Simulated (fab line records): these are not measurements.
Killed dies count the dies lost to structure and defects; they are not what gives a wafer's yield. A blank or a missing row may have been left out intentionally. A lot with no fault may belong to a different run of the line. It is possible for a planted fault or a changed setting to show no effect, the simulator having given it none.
Which tool is to blame? :: flow n5-finfet :: 7 lots with 19 wafers sampled at 4 steps, on a route of 1938 steps

== WHAT EACH GAUGE READ, for each wafer ==
N5_MOL_CONTACT_COAG_CD_MEAS_84: target cd 25.1 nm.
lot: L595
measured: day 5 17:25
on: cd-sem-01
cd-nm (nm): 25.11 24.80 25.28

lot: L597
measured: day 6 04:34
on: cd-sem-01
cd-nm (nm): 25.30 25.34 25.01

lot: L600
measured: day 6 22:21
on: cd-sem-02
cd-nm (nm): 25.11 25.35 25.37

lot: L603
measured: day 7 17:58
on: cd-sem-03
cd-nm (nm): 25.27 25.46

lot: L606
measured: day 8 07:25
on: cd-sem-01
cd-nm (nm): 24.60 25.10

lot: L612
measured: day 9 22:02
on: cd-sem-03
cd-nm (nm): 25.28 24.94 25.30

lot: L615
measured: day 10 16:04
on: cd-sem-01
cd-nm (nm): 24.79 24.75 24.90

== WHAT TOOL EACH LOT RAN ON (gives the tool, then ch and the chambers of the sampled wafers, and finally the start) ==
lot: L595
N5_MOL_CONTACT_COAG_TI_SIL_19: pvd-sputter-01, day 5 08:59
N5_MOL_CONTACT_COAG_CMP_28: cmp-03 ch 1,3, day 5 16:15
N5_MOL_CONTACT_COAG_ALD_123: ald-sin-03 ch 0,1,3, day 5 16:35

lot: L597
N5_MOL_CONTACT_COAG_TI_SIL_19: pvd-sputter-03, day 5 20:29
N5_MOL_CONTACT_COAG_CMP_28: cmp-01 ch 0,1,2, day 6 03:28
N5_MOL_CONTACT_COAG_ALD_123: ald-sin-01 ch 0,1,3, day 6 03:43

lot: L600
N5_MOL_CONTACT_COAG_TI_SIL_19: pvd-sputter-03, day 6 15:22
N5_MOL_CONTACT_COAG_CMP_28: cmp-02 ch 0,2,3, day 6 21:05
N5_MOL_CONTACT_COAG_ALD_123: ald-sin-01 ch 0,1,2, day 6 21:23

lot: L603
N5_MOL_CONTACT_COAG_TI_SIL_19: pvd-sputter-03, day 7 07:46
N5_MOL_CONTACT_COAG_CMP_28: cmp-01 ch 3, day 7 16:43
N5_MOL_CONTACT_COAG_ALD_123: ald-sin-02 ch 3, day 7 17:00

lot: L606
N5_MOL_CONTACT_COAG_TI_SIL_19: pvd-sputter-01, day 8 00:50
N5_MOL_CONTACT_COAG_CMP_28: cmp-02 ch 0,2, day 8 06:14
N5_MOL_CONTACT_COAG_ALD_123: ald-sin-03 ch 2,3, day 8 06:34

lot: L612
N5_MOL_CONTACT_COAG_TI_SIL_19: pvd-sputter-03, day 9 14:13
N5_MOL_CONTACT_COAG_CMP_28: cmp-02 ch 1,2,3, day 9 20:53
N5_MOL_CONTACT_COAG_ALD_123: ald-sin-03 ch 0,3, day 9 21:10

lot: L615
N5_MOL_CONTACT_COAG_TI_SIL_19: pvd-sputter-02, day 10 06:26
N5_MOL_CONTACT_COAG_CMP_28: cmp-01 ch 0,1,3, day 10 14:46
N5_MOL_CONTACT_COAG_ALD_123: ald-sin-01 ch 2,3, day 10 15:05
- N5_MOL_CONTACT_COAG_TI_SIL_19: material Ti, target thk 4.2 nm, time 15 s.
- N5_MOL_CONTACT_COAG_CMP_28: polishes, stops on SiNx, t overpolish 0.85 s, target thk 14.522 nm.
- N5_MOL_CONTACT_COAG_ALD_123: deposits SiNx, target thk 5 nm, pulse time 1 s, purge time 2 s.

== THE ANSWER, worked out from the rows above alone ==
Rule: what is usual is taken from the lots themselves. Put in order of their means at a reading, lots are off if they are a third of the lots or fewer, leave a main group of 4 or more, and stand apart from it by a gap of 3 or more times the standard deviation of the main group's means; of several such gaps the widest counts. A main group is skipped when, at the precision printed for the reading in the tables above, its means are all equal. Also off: a lot with no number at a reading for which 4 or more lots have one. The other lots that the step has rows for count as sound.
No lot is off at any reading shown: from this, nothing can be told.

== WHAT THE SIMULATOR HAD INSERTED ==
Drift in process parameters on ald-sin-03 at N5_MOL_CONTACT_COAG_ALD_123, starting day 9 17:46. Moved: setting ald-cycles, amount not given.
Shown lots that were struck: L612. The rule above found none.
